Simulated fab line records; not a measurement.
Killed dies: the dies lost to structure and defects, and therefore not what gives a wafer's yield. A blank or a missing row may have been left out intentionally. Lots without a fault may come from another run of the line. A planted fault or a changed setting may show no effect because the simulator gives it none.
fab line records	flow nand_harc
record lots=6	wafers=18	last_day=33
route steps=1302 shown A_BLC@1125 A_M0@1137 END@1302
lots that met no fault: taken from a fault-free run of the same line
start_h: hours from the record's opening day to when the first of the lot's shown wafers began	wait_h: hours from the lot's prior step to this one	" unchanged from the row above	L1.1+2: one row covering several wafers at once	- value missing, or start not given	* or withheld: withheld	< > ~ a bound
route shown NAME@n: names a module that has steps shown in the file, with the first one's number in the route	usual: mean/standard deviation of fault-free wafers	same: alike in all rows	chamber/n: place in a boat	sites: the reading at each site	_std_site: the standard deviation of these	_edge_site: outer sites' mean less inner sites'	radius_mm: for every site, how far away it sits from the centre of the wafer	mask NAME#n: copy n	behind: the tool/chamber that last shaped the wafer	hold: cause of the lot's hold/its duration in hours/its outcome	device: which transistor (n, p or np) failed to switch	end of line: at the end of the route, the tests of the same wafers	a step given without rows: its recipe and nothing more	killed: dies that structure and defects cost at the first sort, which is not the same as the wafer's yield	map: dies across one wafer; x = killed, . = not, _ = none there
set.NAME: the run value of the setting; set.NAME@STEP: its run value at that earlier step	model.NAME: the simulator's own value behind a step, which no gauge read
a table for each step, a row for each wafer; lots at some steps of the route
services: the hour from which a tool's chamber was out of use, counted from the record's first day as start_h (under 0 if before that day), plus the number of hours and why
## steps
# step NHARC_A_BLC_STRIP_29
# recipe cf4_flow_sccm=150	ar_flow_sccm=0	bias_w=0	chemistry=CF4
# usual drypump_motor_current_A=5.6/0.34	oes_product_au=0.998/0.008	rf_vpp_V=59.3/0.99	showerhead_plenum_p_Torr=1.75/0.067	throttle_valve_pct=13.284/0.0098
lot.wafer	tool	chamber	start_h	wait_h	drypump_motor_current_A	oes_product_au	rf_hours_counter_h	rf_vpp_V	showerhead_plenum_p_Torr	throttle_valve_pct
L770.3	rie_diel-13	0	595.77	0.1	6.0	1.005	9	59.1	1.68	13.299
L770.5	"	1	"	"	5.3	0.998	-	57.8	1.83	13.280
L770.6	"	2	"	"	5.9	1.004	-	60.4	1.77	13.274
L772.3	rie_diel-13	2	605.71	0.1	5.9	1.003	10	59.2	1.77	13.288
L772.5	"	2	"	"	5.9	1.004	-	60.2	1.77	13.294
L772.4	"	1	"	"	5.3	0.996	-	59.4	1.83	13.283
L777.2	rie_diel-13	3	652.40	0.1	5.1	0.995	16	59.3	1.66	13.282
L777.3	"	0	"	"	6.0	0.987	14	59.4	1.68	13.291
L777.4	"	2	"	"	5.9	0.999	-	58.7	1.77	13.282
L778.3	rie_diel-09	3	669.00	0.1	5.7	0.983	1	58.5	1.82	13.278
L778.4	"	0	"	"	5.4	1.003	0	60.2	1.81	13.288
L778.6	"	3	"	"	5.7	0.992	-	60.3	1.82	13.279
L780.3	rie_diel-09	2	699.19	0.1	5.3	0.984	2	59.3	1.73	13.259
L780.4	"	3	"	"	5.6	0.992	1	58.8	1.82	13.278
L780.5	"	1	"	"	5.2	1.003	-	60.9	1.73	13.275
L783.2	rie_diel-13	1	723.98	0.1	5.3	0.996	2	59.8	1.82	13.268
L783.4	"	2	"	"	5.9	1.002	3	60.9	1.77	13.292
L783.5	"	1	"	"	5.2	0.992	-	60.5	1.82	13.304
# step NHARC_A_BLC_STRIP_21
# recipe o2_flow_sccm=500	ar_flow_sccm=0	bias_w=0	chemistry=O2
# step NHARC_A_BLC_STRIP_22
# recipe time_s=600	temp_c=30	chemistry=post_etch_residue_remover
# step NHARC_A_BLC_DEGAS_30
# recipe temp_c=300	time_s=60
# step NHARC_A_BLC_PRE_CLEAN_31
# recipe time_s=15	bias_v=250	gas=Ar
# step NHARC_A_BLC_PVD_32
# recipe target_thk_a=50	chamber_pressure_pa=5	power_w=5000	substrate_temp_c=200	time_s=17.7	material=Ti
# usual throttle_valve_pct=30.3/1.4
lot.wafer	tool	chamber	start_h	wait_h	throttle_valve_pct
L770.3	pvd_sputter-03	-	-	-	28.8
L770.6	"	-	"	"	30.6
L770.5	"	-	"	"	29.0
L772.4	pvd_sputter-01	-	-	-	30.5
L772.3	"	-	"	"	28.4
L772.5	"	-	"	"	32.6
L777.3	pvd_sputter-01	-	-	-	32.8
L777.2	"	-	"	"	29.9
L777.4	"	-	"	"	28.3
L778.3	pvd_sputter-02	-	-	-	31.3
L778.4	"	-	"	"	29.1
L778.6	"	-	"	"	30.3
L780.3	pvd_sputter-03	-	-	-	29.4
L780.4	"	-	"	"	29.0
L780.5	"	-	"	"	29.6
L783.2	pvd_sputter-03	-	-	-	28.7
L783.4	"	-	"	"	29.3
L783.5	"	-	"	"	28.6
# step NHARC_A_BLC_ALD_23
# recipe target_thk_a=30	pulse_time_s=1	ald_cycles=150	temp_c=450	material=TiN
# usual heater_power_outer_w=690/68	heater_power_w=1090/98	precursor_pulse_height_rel=1.000/0.02	susceptor_temp_C=449.96/0.24
# same ald_cycles=150	pulse_time_s=1
lot.wafer	tool	chamber	start_h	wait_h	heater_power_outer_w	heater_power_w	precursor_pulse_height_rel	since_wet_clean_h	susceptor_temp_C
L770.3	ald_metal-04	1	596.57	-	604	1019	0.997	137	449.92
L770.5	"	2	"	"	797	1222	0.991	-	450.17
L770.6	"	3	"	"	637	1014	1.006	-	450.06
L772.4	ald_metal-03	2	606.54	-	784	1202	0.996	53	450.28
L772.3	"	0	"	"	732	1147	1.001	53	450.27
L772.5	"	2	"	"	810	1189	0.982	-	449.94
L777.2	ald_metal-04	3	653.20	-	625	996	0.990	15	449.76
L777.3	"	1	"	"	593	1028	0.981	15	449.96
L777.4	"	2	"	"	791	1260	1.017	15	450.08
L778.3	ald_metal-01	1	669.76	-	620	945	0.992	158	450.00
L778.4	"	0	"	"	660	1170	0.989	158	449.67
L778.6	"	2	"	"	698	1007	0.981	-	450.13
L780.4	ald_metal-01	2	699.98	-	659	952	0.988	10	449.87
L780.3	"	3	"	"	693	1095	0.982	10	450.05
L780.5	"	1	"	"	640	1011	1.040	-	450.20
L783.4	ald_metal-01	2	724.76	-	661	920	0.991	35	449.71
L783.2	"	0	"	"	703	1205	0.989	35	450.08
L783.5	"	2	"	"	648	965	1.017	-	450.18
# step NHARC_A_BLC_CVD_24
# recipe target_thk_a=1500	temp_c=300	pressure_torr=40	wf6_flow_sccm=40	h2_flow_sccm=1600	ar_flow_sccm=1560	time_s=434	material=W
# usual heater_power_outer_w=285/32	heater_power_w=489/65	susceptor_temp_C=299.97/0.19	throttle_valve_pct=7.98/0.27
lot.wafer	tool	chamber	start_h	wait_h	heater_power_outer_w	heater_power_w	since_wet_clean_h	susceptor_temp_C	throttle_valve_pct
L770.3	cvd_w-02	0	-	-	297	528	-	300.22	8.44
L770.6	"	0	"	"	294	535	-	300.49	8.17
L770.5	"	1	"	"	276	470	-	299.75	8.29
L772.4	cvd_w-01	0	-	-	240	385	-	300.26	7.59
L772.3	"	1	"	"	328	556	-	299.99	7.82
L772.5	"	1	"	"	331	554	-	300.21	7.86
L777.2	cvd_w-02	0	-	-	305	547	33	-	7.89
L777.3	"	1	"	"	284	480	-	-	8.15
L777.4	"	0	"	"	297	548	-	-	7.68
L778.4	cvd_w-02	0	-	-	306	553	-	-	7.69
L778.3	"	1	"	"	282	480	-	-	8.38
L778.6	"	0	"	"	312	537	-	-	8.03
L780.4	cvd_w-02	0	-	-	301	547	-	300.02	7.98
L780.3	"	1	"	"	289	471	-	299.71	8.28
L780.5	"	0	"	"	302	547	-	300.19	7.86
L783.2	cvd_w-02	1	-	-	284	489	105	-	8.01
L783.4	"	0	"	"	303	545	-	-	8.06
L783.5	"	0	"	"	295	542	-	-	7.98
# step NHARC_A_BLC_CMP_25
# recipe t_overpolish_s=30	target_thk_nm=150
# usual motor_current_A=11.9/1.3	overpolish_run_s=30.000/0.0094	pad_life_wafers=222/110	time_to_endpoint_s=30.2/2
lot.wafer	tool	chamber	start_h	wait_h	motor_current_A	overpolish_run_s	pad_life_wafers	time_to_endpoint_s
L770.3	cmp-01	3	597.25	0.3	13.6	30.010	144	30.4
L770.5	"	3	"	"	13.0	29.993	-	31.4
L770.6	"	0	"	"	14.2	30.013	-	30.5
L772.4	cmp-01	3	607.25	0.3	12.8	30.009	192	31.6
L772.3	"	0	"	"	14.4	30.006	193	31.3
L772.5	"	0	"	"	14.5	29.986	-	33.8
L777.3	cmp-03	1	653.95	0.3	12.3	30.020	37	26.9
L777.4	"	2	"	"	13.3	30.006	38	31.6
L777.2	"	3	"	"	11.5	30.007	39	30.2
L778.3	cmp-03	3	670.51	0.3	11.6	30.008	85	30.9
L778.4	"	0	"	"	12.4	29.999	86	30.8
L778.6	"	2	"	"	13.5	29.992	-	29.0
L780.4	cmp-02	3	700.68	0.3	12.1	29.994	372	30.7
L780.3	"	2	"	"	11.8	30.002	375	32.2
L780.5	"	3	"	"	11.8	29.986	-	31.3
L783.2	cmp-02	1	725.47	0.5	9.6	30.003	84	30.4
L783.4	"	3	"	"	11.3	30.006	86	30.6
L783.5	"	2	"	"	12.1	30.019	-	30.4
# step NHARC_A_BLC_SRD_27
# step NHARC_A_BLC_INSPECT_28
# usual raw_defect_count=507/120
lot.wafer	tool	chamber	start_h	wait_h	raw_defect_count
L770.3	defect_inspect-01	-	597.67	0.1	580
L770.5	"	-	"	"	609
L770.6	"	-	"	"	517
L772.3	defect_inspect-02	-	607.65	0.1	560
L772.4	"	-	"	"	473
L772.5	"	-	"	"	549
L777.2	defect_inspect-01	-	654.33	0.1	481
L777.3	"	-	"	"	426
L777.4	"	-	"	"	478
L778.3	defect_inspect-02	-	670.89	0.1	462
L778.4	"	-	"	"	431
L778.6	"	-	"	"	729
L780.3	defect_inspect-02	-	701.09	0.1	947
L780.4	"	-	"	"	668
L780.5	"	-	"	"	647
L783.2	defect_inspect-01	-	725.87	0.1	555
L783.4	"	-	"	"	521
L783.5	"	-	"	"	481
# step NHARC_A_M0_DEP_00
# recipe target_thk_a=1500	target_thk_nm=150	temp_c=withheld	pressure_torr=5	flow_sccm=200	rf_w=600	material=SiOC
lot.wafer	tool	chamber	start_h	wait_h	since_wet_clean_h
L770.3	pecvd-03	2	597.73	0.1	61
L770.5	"	2	"	"	-
L770.6	"	1	"	"	-
L772.3	pecvd-03	2	607.81	0.2	72
L772.4	"	0	"	"	-
L772.5	"	2	"	"	-
L777.2	pecvd-02	0	654.75	0.4	77
L777.4	"	1	"	"	-
L777.3	"	0	"	"	-
L778.3	pecvd-03	2	671.00	0.1	135
L778.4	"	2	"	"	-
L778.6	"	0	"	"	-
L780.3	pecvd-01	2	701.24	0.2	39
L780.4	"	1	"	"	-
L780.5	"	2	"	"	-
L783.2	pecvd-02	0	725.93	0.1	148
L783.4	"	1	"	"	-
L783.5	"	2	"	"	-
# step NHARC_A_M0_DEHYDRATE_01
# recipe temp_c=150	time_s=120
# step NHARC_A_M0_HMDS_02
# recipe time_s=30
# step NHARC_A_M0_COAT_33
# recipe temp_c=200	time_s=65
# step NHARC_A_M0_COAT_03
# recipe spin_rpm=1500	resist_thk_nm=90
# step NHARC_A_M0_SOFTBAKE_04
# recipe temp_c=105	time_s=55
# step NHARC_A_M0_EBR_05
# step NHARC_A_M0_EXPOSE_06
# recipe na=1.35	target_cd_nm=80	dose_mj=83.25	mask_id=A_M0
# step NHARC_A_M0_PEB_07
# recipe peb_temp_c=100	peb_time_s=65
# step NHARC_A_M0_DEVELOP_08
# recipe develop_time_s=35	dev_temp_c=23
# step NHARC_A_M0_CD_MEAS_09
# recipe target_cd_nm=80	landing_energy_ev=500
# usual cd_nm=80.0/0.52
lot.wafer	tool	chamber	start_h	wait_h	cd_nm
L770.3	cd_sem-03	0	598.57	-	80.7
L770.5	"	0	"	"	80.4
L770.6	"	0	"	"	80.7
L772.3	cd_sem-02	0	608.43	-	79.5
L772.4	"	0	"	"	79.2
L772.5	"	0	"	"	79.3
L777.2	cd_sem-03	0	655.67	-	80.0
L777.3	"	0	"	"	79.4
L777.4	"	0	"	"	79.5
L778.3	cd_sem-02	0	671.79	-	81.0
L778.4	"	0	"	"	79.6
L778.6	"	0	"	"	80.3
L780.3	cd_sem-02	0	702.00	-	79.4
L780.4	"	0	"	"	79.7
L780.5	"	0	"	"	80.2
L783.2	cd_sem-02	0	726.78	-	80.5
L783.4	"	0	"	"	80.3
L783.5	"	0	"	"	80.8
# step NHARC_A_M0_OVL_MEAS_10
# recipe pitch_nm=160
# usual overlay_x_nm=-0.2/0.7	overlay_y_nm=0.0/0.91
lot.wafer	tool	chamber	start_h	wait_h	overlay_x_nm	overlay_y_nm
L770.3	overlay-01	-	598.66	-	-1.2	-1.0
L770.5	"	-	"	"	-0.9	-0.7
L770.6	"	-	"	"	-0.8	-0.8
L772.3	overlay-02	-	608.51	-	0.5	-0.1
L772.4	"	-	"	"	0.5	-0.4
L772.5	"	-	"	"	0.3	0.3
L777.2	overlay-02	-	655.75	-	1.1	0.3
L777.3	"	-	"	"	0.8	0.2
L777.4	"	-	"	"	0.9	0.1
L778.3	overlay-01	-	671.88	-	0.5	-1.6
L778.4	"	-	"	"	0.1	-1.7
L778.6	"	-	"	"	0.9	-1.7
L780.3	overlay-01	-	702.08	-	0.0	1.0
L780.4	"	-	"	"	-0.7	0.9
L780.5	"	-	"	"	-0.1	1.1
L783.2	overlay-02	-	726.86	-	-0.1	0.0
L783.4	"	-	"	"	-0.2	-0.4
L783.5	"	-	"	"	0.3	-0.2
# step NHARC_A_M0_INSPECT_11
# usual raw_defect_count=83/29
lot.wafer	tool	chamber	start_h	wait_h	hold	raw_defect_count
L770.3	defect_inspect-02	-	598.69	0.0	await_dispo/0.2h/release	851
L770.5	"	-	"	"	await_dispo/0.2h/release	872
L770.6	"	-	"	"	await_dispo/0.2h/release	882
L770.3	defect_inspect-02	-	598.86	0.2	-	855
L770.5	"	-	"	"	-	857
L770.6	"	-	"	"	-	889
L772.3	defect_inspect-02	-	608.55	0.0	await_dispo/0.2h/release	856
L772.4	"	-	"	"	await_dispo/0.2h/release	875
L772.5	"	-	"	"	await_dispo/0.2h/release	874
L772.3	defect_inspect-02	-	608.72	0.2	-	847
L772.4	"	-	"	"	-	876
L772.5	"	-	"	"	-	859
L777.2	defect_inspect-02	-	655.79	0.0	-	75
L777.3	"	-	"	"	-	68
L777.4	"	-	"	"	-	69
L778.3	defect_inspect-01	-	671.92	0.0	-	65
L778.4	"	-	"	"	-	87
L778.6	"	-	"	"	-	64
L780.3	defect_inspect-01	-	702.12	0.0	-	68
L780.4	"	-	"	"	-	69
L780.5	"	-	"	"	-	66
L783.2	defect_inspect-01	-	726.90	0.0	-	123
L783.4	"	-	"	"	-	120
L783.5	"	-	"	"	-	131
# step NHARC_END_SORT_01
# recipe temp_c=25
# usual defect_limited_yield=92.3/2.2	killed_at_array=47/14	killed_at_other=0.5/0.72	killed_at_periphery=4/3.1	killed_dies=52/15	killed_open=3.2/1.9	killed_short=2.4/1.7	sort_bin_2_pct=2.7/1.1	sort_bin_3_pct=0.6/0.34	sort_bin_4_pct=4.4/1.3	sort_n_pass=625/15	sort_rim_yield_pct=90/4.3	sort_yield_pct=92.3/2.2
# same gross_dies=677	sort_bin_5_pct[%]=0	sort_bin_6_pct[%]=0	sort_bin_7_pct[%]=0	sort_bin_8_pct[%]=0	sort_rim_n_gross=106.00
lot.wafer	tool	chamber	start_h	wait_h	defect_limited_yield[%]	killed_at_array	killed_at_other	killed_at_periphery	killed_dies	killed_open	killed_short	sort_bin_2_pct[%]	sort_bin_3_pct[%]	sort_bin_4_pct[%]	sort_n_pass	sort_rim_yield_pct[%]	sort_yield_pct[%]
L770.3	prober-02	0	747.11	3.1	81.2	123	0	4	127	2	1	8.4	4.6	5.8	550	90	81.2
L770.5	prober-02	0	748.73	3.7	80.6	129	0	2	131	6	2	7.2	4.7	7.4	546	88	80.6
L770.6	prober-02	0	749.54	4.0	85.7	91	0	6	97	2	4	6.1	3.1	5.2	580	79	85.7
L772.3	prober-01	0	752.45	3.1	83.2	111	0	3	114	3	1	7.2	4.1	5.5	563	96	83.2
L772.4	prober-01	0	753.25	3.4	90.3	56	1	9	66	2	1	3.4	1.8	4.6	611	83	90.3
L772.5	prober-01	0	754.05	3.7	81.8	121	1	1	123	1	1	8.1	4.7	5.3	554	92	81.8
L777.2	prober-01	0	775.05	2.8	91.9	46	1	8	55	5	1	2.8	0.4	4.9	622	93	91.9
L777.3	prober-01	0	775.83	3.1	93.5	42	1	1	44	1	2	2.1	0.4	4.0	633	85	93.5
L777.4	prober-01	0	776.62	3.4	91.3	51	2	6	59	6	2	3.0	0.9	4.9	618	91	91.3
L778.3	prober-02	0	778.21	3.1	91.6	49	1	7	57	2	1	2.2	0.7	5.5	620	97	91.6
L778.4	prober-02	0	779.01	3.4	93.1	44	0	3	47	3	2	1.6	1.2	4.1	630	93	93.1
L778.6	prober-02	0	780.61	4.0	91.6	53	0	4	57	4	5	3.2	0.3	4.9	620	86	91.6
L780.3	prober-01	0	791.49	3.1	95.6	29	1	0	30	0	2	2.2	0.3	1.9	647	88	95.6
L780.4	prober-01	0	792.29	3.4	91.9	51	1	3	55	5	5	2.7	0.7	4.7	622	93	91.9
L780.5	prober-01	0	793.09	3.7	94.7	34	0	2	36	4	0	1.9	0.4	3.0	641	86	94.7
L783.2	prober-02	0	792.99	2.8	90.3	56	0	10	66	2	3	3.5	0.7	5.5	611	84	90.3
L783.4	prober-02	0	794.60	3.4	88.9	68	0	7	75	3	5	4.1	0.9	6.1	602	82	88.9
L783.5	prober-02	0	795.40	3.7	95.1	30	0	3	33	2	0	2.7	0.4	1.8	644	91	95.1
# killed by level:class
L770.3 A_M0:unspecified=90 A_SLIT:chamber_film_flake=15 A_CHANNEL_HOLE_D1:chamber_film_flake=8 A_WL_FILL:chamber_film_flake=4 A_CHANNEL_HOLE_D2:unspecified=2 A_CONTACT:chamber_film_flake=2 P_GATE:geometric_particle:short=1 P_M0:geometric_particle:open=1
L770.5 A_M0:unspecified=99 A_SLIT:chamber_film_flake=15 A_CHANNEL_HOLE_D1:chamber_film_flake=2 A_CHANNEL_HOLE_D2:unspecified=2 A_M1:chamber_film_flake=2 P_CONTACT:geometric_particle:open=1 P_M0:geometric_particle:open=1 A_CHANNEL_HOLE_D1:geometric_particle:open=1
L770.6 A_M0:unspecified=52 A_SLIT:chamber_film_flake=25 A_WL_FILL:chamber_film_flake=3 P_GATE:chamber_film_flake=2 P_CONTACT:chamber_film_flake=2 A_CHANNEL_HOLE_D1:chamber_film_flake=2 A_CONTACT:chamber_film_flake=2 P_STI:geometric_particle:short=1
L772.3 A_M0:unspecified=92 A_CHANNEL_HOLE_D1:chamber_film_flake=7 A_STAIRCASE:chamber_film_flake=4 A_SLIT:chamber_film_flake=3 A_WL_FILL:chamber_film_flake=2 P_CONTACT:geometric_particle:open=1 P_M0:geometric_particle:open=1 A_ONON_D1:geometric_particle:short=1
L772.4 A_M0:unspecified=25 A_CHANNEL_HOLE_D1:chamber_film_flake=16 A_STAIRCASE:chamber_film_flake=7 P_STI:chamber_film_flake=3 P_CONTACT:chamber_film_flake=3 P_ZERO_WELL:chamber_film_flake=2 P_M2:geometric_particle:open=1 A_DECK1_JOINT:geometric_particle:short=1
L772.5 A_M0:unspecified=92 A_CHANNEL_HOLE_D1:chamber_film_flake=23 A_STAIRCASE:chamber_film_flake=2 A_WL_FILL:geometric_particle:open=1 P_CONTACT:chamber_film_flake=1 STARTING-WAFER:geometric_particle:short=1 A_ZERO_WELL:chamber_film_flake=1 A_WL_FILL:chamber_film_flake=1
L777.2 A_CHANNEL_HOLE_D2:chamber_film_flake=18 A_CONTACT:chamber_film_flake=9 A_SLIT:chamber_film_flake=7 A_CHANNEL_HOLE_D1:chamber_film_flake=6 P_GATE:chamber_film_flake=3 A_STAIRCASE:chamber_film_flake=2 P_STI:geometric_particle:short=1 P_GATE:geometric_particle:open=1
L777.3 A_CHANNEL_HOLE_D1:chamber_film_flake=12 A_CHANNEL_HOLE_D2:chamber_film_flake=11 A_SLIT:chamber_film_flake=5 A_DECK1_JOINT:chamber_film_flake=4 A_CONTACT:chamber_film_flake=4 A_STAIRCASE:chamber_film_flake=2 A_ONON_D1:geometric_particle:open=1 A_ONON_D1:geometric_particle:short=1
L777.4 A_CHANNEL_HOLE_D2:chamber_film_flake=26 A_CONTACT:chamber_film_flake=7 A_CHANNEL_HOLE_D1:chamber_film_flake=6 P_GATE:chamber_film_flake=3 A_SLIT:chamber_film_flake=3 THIN_TSV:chamber_film_flake=2 P_CONTACT:geometric_particle:open=1 A_ONON_D1:geometric_particle:open=1
L778.3 A_CHANNEL_HOLE_D1:chamber_film_flake=35 P_GATE:chamber_film_flake=5 A_STAIRCASE:chamber_film_flake=4 A_CONTACT:chamber_film_flake=3 A_SLIT:chamber_film_flake=2 P_CONTACT:geometric_particle:open=1 P_M0:geometric_particle:open=1 A_CHANNEL_FILL_D2:geometric_particle:short=1
L778.4 A_CHANNEL_HOLE_D1:chamber_film_flake=20 A_SLIT:chamber_film_flake=6 A_STAIRCASE:chamber_film_flake=6 P_GATE:chamber_film_flake=3 A_DECK1_JOINT:chamber_film_flake=2 A_CHANNEL_FILL_D1:chamber_film_flake=2 A_WL_FILL:chamber_film_flake=2 A_CHANNEL_FILL_D1:geometric_particle:open=1
L778.6 A_CHANNEL_HOLE_D1:chamber_film_flake=24 A_STAIRCASE:chamber_film_flake=8 P_GATE:chamber_film_flake=4 A_SLIT:chamber_film_flake=4 A_BLC:chamber_film_flake=3 A_CHANNEL_FILL_D2:geometric_particle:short=2 A_CONTACT:chamber_film_flake=2 A_SOURCE_PLATE:geometric_particle:short=1
L780.3 A_CHANNEL_HOLE_D2:chamber_film_flake=8 A_CONTACT:chamber_film_flake=7 A_CHANNEL_HOLE_D1:chamber_film_flake=6 A_SLIT:chamber_film_flake=4 A_STAIRCASE:chamber_film_flake=2 A_M0:geometric_particle:short=1 STARTING-WAFER:geometric_particle:short=1 A_CHANNEL_FILL_D1:chamber_film_flake=1
L780.4 A_CHANNEL_HOLE_D2:chamber_film_flake=19 A_CHANNEL_HOLE_D1:chamber_film_flake=8 A_SLIT:chamber_film_flake=7 A_STAIRCASE:chamber_film_flake=4 P_STI:chamber_film_flake=3 A_CONTACT:chamber_film_flake=3 A_SOURCE_PLATE:geometric_particle:short=1 A_ONON_D1:geometric_particle:open=1
L783.2 A_SLIT:chamber_film_flake=26 A_CHANNEL_HOLE_D1:chamber_film_flake=7 A_CHANNEL_HOLE_D2:chamber_film_flake=7 A_CONTACT:chamber_film_flake=6 P_M1:chamber_film_flake=5 A_CHANNEL_FILL_D1:chamber_film_flake=4 P_GATE:chamber_film_flake=3 P_STI:geometric_particle:open=1
L780.5 A_CHANNEL_HOLE_D2:chamber_film_flake=10 A_SLIT:chamber_film_flake=7 A_CHANNEL_HOLE_D1:chamber_film_flake=5 A_CONTACT:chamber_film_flake=4 A_STAIRCASE:chamber_film_flake=3 P_GATE:chamber_film_flake=2 A_CHANNEL_HOLE_D1:geometric_particle:open=1 A_CHANNEL_FILL_D1:geometric_particle:open=1
L783.4 A_CHANNEL_HOLE_D2:chamber_film_flake=26 A_SLIT:chamber_film_flake=12 A_CHANNEL_HOLE_D1:chamber_film_flake=6 A_CONTACT:chamber_film_flake=6 P_GATE:chamber_film_flake=5 A_STAIRCASE:chamber_film_flake=5 A_CHANNEL_FILL_D1:geometric_particle:short=2 A_DECK1_JOINT:geometric_particle:short=2
L783.5 A_SLIT:chamber_film_flake=11 A_CONTACT:chamber_film_flake=5 A_CHANNEL_HOLE_D1:chamber_film_flake=4 A_CHANNEL_HOLE_D2:chamber_film_flake=4 A_STAIRCASE:chamber_film_flake=3 P_GATE:chamber_film_flake=2 A_SOURCE_PLATE:geometric_particle:open=1 A_M0:geometric_particle:open=1
# map L770.5 (x killed, . not)
____________.____________
_________......._________
_______.....x....._______
______.............______
_____..............._____
____.................____
____........x........____
___.....xx............___
___......xx...........___
__.....xxxxx.x.........__
__....xxxxxxx.x........__
_....xxxxxxxx..........x_
_.....xxxxxxxxx.x......._
_.....xxxxxxxx.........._
_...x.xxxxxxxxx........._
_....xxxxxxxxx.........._
......xxxxxxxx...........
......xxxxxxxxx..........
......x.xxxxxx...........
.....xxxxxxxx............
.......x.xxx.............
_.......x.xx.......x...._
_........x.............._
_x....x................._
_..x...................._
_xx.x.x.........x......._
__x.................x..__
__x.x..................__
___xx................x___
___xxx..............x.___
____xx...............____
____x................____
_____x.............._____
______...........x.______
_______..........._______
_________......._________
____________.____________
# map L772.5 (x killed, . not)
____________.____________
_________......._________
_______..........._______
______.............______
_____..............._____
____.................____
____.................____
___.......x...........___
___.....x.x...........___
__....xxxx.x..x........__
__....x.xxxx...........__
_.....xxxxxxxx.........._
_....xxxxxxxxx.........._
_....xxxxxxxx..........._
_....xxxxxxxxx.........._
_....xxxxxxxxx.x........_
.....xxxxxxxxx...........
x.....xxxxxxx.x..........
xxx...xxxxxxxx...........
xxxx...xxxxx.x...........
xxx....xxxxx.x...........
_xxx...................._
_xxx...................._
_.xx...................._
_xxx................x..._
_.x.x..................._
__.....................__
__.....................__
___................x..___
___...................___
____........x........____
____.................____
_____....x.........._____
______.............______
_______..........._______
_________......._________
____________.____________
## services
tool	chamber	start_h	hours	kind
cmp-02	-	584.88	3.1	repair
cvd_w-02	-	590.55	0.9	repair
pvd_sputter-03	-	599.95	7.5	repair
rie_diel-13	0	600.41	8.4	repair
cmp-02	-	603.74	4.0	pm
cvd_w-02	-	607.30	13.0	pm
cmp-01	-	609.61	1.2	repair
rie_diel-13	2	622.40	2.1	repair
cmp-03	-	625.03	0.8	repair
rie_diel-13	3	627.44	1.7	repair
ald_metal-04	-	628.00	10.0	pm
cmp-03	-	628.29	4.0	pm
pvd_sputter-03	-	629.89	4.8	repair
pecvd-02	2	642.06	18.4	repair
rie_diel-13	1	649.00	7.9	repair
ald_metal-01	2	654.14	12.4	repair
rie_diel-13	-	672.03	9.0	pm
cvd_w-02	-	678.45	0.9	repair
ald_metal-01	-	680.00	10.0	pm
pvd_sputter-03	-	680.00	10.0	pm
pecvd-03	1	701.29	9.5	repair
pecvd-03	-	704.36	13.0	pm
pvd_sputter-03	-	709.45	0.8	repair
ald_metal-01	-	718.59	1.2	repair
## key
first_sign step=NHARC_A_M0_INSPECT_11	reading=visit	direction=added
effect step=NHARC_A_M0_INSPECT_11	reading=raw_defect_count	direction=up	sigmas=27	usual=83	struck=868
effect step=NHARC_END_SORT_01	reading=killed_at_array	direction=up	sigmas=4.1	usual=47	struck=105	wafers_moved=5
more_kills_born_at NHARC_A_M0_DEP_00@pecvd-03=450
met_at NHARC_A_M0_DEP_00
struck_wafers L770.3,L770.5,L770.6,L772.3,L772.4,L772.5
also_fits NHARC_A_BLC_CMP_25:cmp-01
fault kind=chamber_particle_source	tool=pecvd-03	chamber=-	onset_h=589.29	steps=NHARC_A_M0_DEP_00	rate_per_visit_cm2=1.2494	end_h=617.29
